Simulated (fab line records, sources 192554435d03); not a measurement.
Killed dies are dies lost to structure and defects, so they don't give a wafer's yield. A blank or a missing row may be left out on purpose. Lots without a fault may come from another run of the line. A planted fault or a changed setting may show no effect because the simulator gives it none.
Problem report in the 8D (eight disciplines) form, filled by code | flow n5_finfet | the parts of the form that need people (team, actions taken, sign-off) are left out

1. THE PROBLEM
spin_speed_rpm at N5_BEOL_M7_COAT_71 reads a mean of 1633.5 rpm on 6 wafers of 2 lots; wafers without a fault read 1500.1 rpm with a standard deviation of 0.92. That is +99 or more standard deviations from the usual mean.
The step: time 60 s, resist thk 5 nm.
First seen on wafer L626.2, day 13 09:40, on litho_track-04. The record holds 12 wafers of 4 lots with a number at this step. Rule for "out", or "out of limits": more than 4 standard deviations from the usual mean. The other wafers with a number count as sound.

2. WHAT IT IS AND WHAT IT IS NOT
question                    | is                     | is not
which readings at this step | spin_speed_rpm         | chill_plate_temp_C
which lots                  | L626, L628             | L615, L630
which wafers of those lots  | all that have a number | -
read on which tools         | litho_track-04         | litho_track-02
when                        | from day 13 09:40      | up to then (3 sound wafers); but 3 sound wafers of L630 came after

3. SUSPECTS, AND WHAT RULES EACH OUT
Counting: a tool at a process step up to the reading stays a suspect if it ran every lot that is out and no sound lot after the first of them.
- litho_track-04 at N5_BEOL_M7_COAT_71 (time 60 s, resist thk 5 nm): kept. It ran every lot that is out, first L626 (day 13 09:40), and no sound lot after that; its last sound lot up to then is L615 (day 9 08:59). Its own readings are out on those wafers: spin_speed_rpm.
Left after counting: litho_track-04 at N5_BEOL_M7_COAT_71.

4. THE CAUSE (what the simulator had put in)
Process parameter drift: litho_track-04, from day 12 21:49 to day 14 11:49, at N5_BEOL_M7_COAT_71. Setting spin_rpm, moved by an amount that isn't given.
Counting left only this tool.

5. THE CHAIN OF EFFECTS, in route order
Each row: a reading whose mean over the struck wafers that have a number lies more than 3 standard deviations from the usual. Only readings for which the record gives a usual standard deviation are gone through. hours: the time from each lot's start at the first step in this table that gives one to its start at this step, as a median over the lots. sigmas: the change in usual standard deviations.
hours | step               | reading        | usual      | on struck wafers | change | sigmas
0     | N5_BEOL_M7_COAT_71 | spin_speed_rpm | 1500.1 rpm | 1633.5           | +133.4 | +99 or more
The process steps in it:
- N5_BEOL_M7_COAT_71: time 60 s, resist thk 5 nm.

6. WHAT WOULD HAVE CAUGHT IT SOONER
In this record the first reading out of limits was taken at day 13 09:40, 12 hours after the fault began at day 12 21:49.
